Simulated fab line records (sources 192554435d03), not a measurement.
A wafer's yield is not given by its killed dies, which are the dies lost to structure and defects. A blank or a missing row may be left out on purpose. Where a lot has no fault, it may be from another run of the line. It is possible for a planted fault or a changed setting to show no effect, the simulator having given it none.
Chamber matching :: flow n5_finfet :: 4 sister chambers for N5_BEOL_M11_DESCUM_33 on rie_diel-06
The step chemistry O2, time 7.9 s. 14 wafers are shown with their chamber, then 7 later ones without.

## EACH WAFER AND ITS CHAMBER
wafer: L224.3
chamber: 1
drypump_motor_current_A (A): 5.5
throttle_valve_pct (%): 19.99
showerhead_plenum_p_Torr (Torr): 2.14

wafer: L224.4
chamber: 3
drypump_motor_current_A (A): 5.4
throttle_valve_pct (%): 20.12
showerhead_plenum_p_Torr (Torr): 2.00

wafer: L224.6
chamber: 1
drypump_motor_current_A (A): 5.5
throttle_valve_pct (%): 19.99
showerhead_plenum_p_Torr (Torr): 2.14

wafer: L231.1
chamber: 2
drypump_motor_current_A (A): 5.2
throttle_valve_pct (%): 19.91
showerhead_plenum_p_Torr (Torr): 2.10

wafer: L231.2
chamber: 3
drypump_motor_current_A (A): 5.4
throttle_valve_pct (%): 20.16
showerhead_plenum_p_Torr (Torr): 2.00

wafer: L231.5
chamber: 0
drypump_motor_current_A (A): 6.2
throttle_valve_pct (%): 20.31
showerhead_plenum_p_Torr (Torr): 2.10

wafer: L234.2
chamber: 2
drypump_motor_current_A (A): 5.2
throttle_valve_pct (%): 19.90
showerhead_plenum_p_Torr (Torr): 2.10

wafer: L234.4
chamber: 0
drypump_motor_current_A (A): 6.2
throttle_valve_pct (%): 20.34
showerhead_plenum_p_Torr (Torr): 2.09

wafer: L234.5
chamber: 2
drypump_motor_current_A (A): 5.2
throttle_valve_pct (%): 19.91
showerhead_plenum_p_Torr (Torr): 2.10

wafer: L239.2
chamber: 1
drypump_motor_current_A (A): 5.5
throttle_valve_pct (%): 20.02
showerhead_plenum_p_Torr (Torr): 2.13

wafer: L239.4
chamber: 0
drypump_motor_current_A (A): 6.2
throttle_valve_pct (%): 20.34
showerhead_plenum_p_Torr (Torr): 2.09

wafer: L239.6
chamber: 0
drypump_motor_current_A (A): 6.2
throttle_valve_pct (%): 20.35
showerhead_plenum_p_Torr (Torr): 2.09

wafer: L238.3
chamber: 2
drypump_motor_current_A (A): 5.1
throttle_valve_pct (%): 19.91
showerhead_plenum_p_Torr (Torr): 2.09

wafer: L238.5
chamber: 3
drypump_motor_current_A (A): 5.4
throttle_valve_pct (%): 20.16
showerhead_plenum_p_Torr (Torr): 1.99

SIGNATURES (means of the wafers above)
reading: drypump_motor_current_A
chamber 0: 6.200
chamber 1: 5.500
chamber 2: 5.175
chamber 3: 5.400
scatter within a chamber: 0.0274

reading: throttle_valve_pct
chamber 0: 20.3350
chamber 1: 20.0000
chamber 2: 19.9075
chamber 3: 20.1467
scatter within a chamber: 0.0163

reading: showerhead_plenum_p_Torr
chamber 0: 2.0925
chamber 1: 2.1367
chamber 2: 2.0975
chamber 3: 1.9967
scatter within a chamber: 0.00532
Rule: a wafer's distance from a chamber is the root of the sum, over the readings, of the square of ((its reading less the chamber's mean) divided by the reading's scatter). If the next closest chamber is less than 2 further off than the closest, the wafer can't be placed; otherwise it belongs to the closest. The scatter: the root of (the sum of the squares of (reading less its chamber's mean) over the shown wafers, divided by (wafers less chambers)).

## WAFERS MISSING THEIR CHAMBER
wafer: L238.6
drypump_motor_current_A (A): 6.3
throttle_valve_pct (%): 20.34
showerhead_plenum_p_Torr (Torr): 2.09

wafer: L237.2
drypump_motor_current_A (A): 6.3
throttle_valve_pct (%): 20.36
showerhead_plenum_p_Torr (Torr): 2.09

wafer: L237.3
drypump_motor_current_A (A): 5.2
throttle_valve_pct (%): 19.92
showerhead_plenum_p_Torr (Torr): 2.09

wafer: L237.5
drypump_motor_current_A (A): 5.2
throttle_valve_pct (%): 19.92
showerhead_plenum_p_Torr (Torr): 2.09

wafer: L246.2
drypump_motor_current_A (A): 5.4
throttle_valve_pct (%): 20.20
showerhead_plenum_p_Torr (Torr): 1.99

wafer: L246.3
drypump_motor_current_A (A): 5.5
throttle_valve_pct (%): 20.04
showerhead_plenum_p_Torr (Torr): 2.13

wafer: L246.4
drypump_motor_current_A (A): 6.3
throttle_valve_pct (%): 20.36
showerhead_plenum_p_Torr (Torr): 2.09

## THE CHAMBER EACH PASSED THROUGH
wafer: L238.6
from the rows above: 0
in truth: 0

wafer: L237.2
from the rows above: 0
in truth: 0

wafer: L237.3
from the rows above: 2
in truth: 2

wafer: L237.5
from the rows above: 2
in truth: 2

wafer: L246.2
from the rows above: 3
in truth: 3

wafer: L246.3
from the rows above: 1
in truth: 1

wafer: L246.4
from the rows above: 0
in truth: 0
7 of 7 placed correctly. Number that these rows cannot place: 0. 0 placed wrongly.
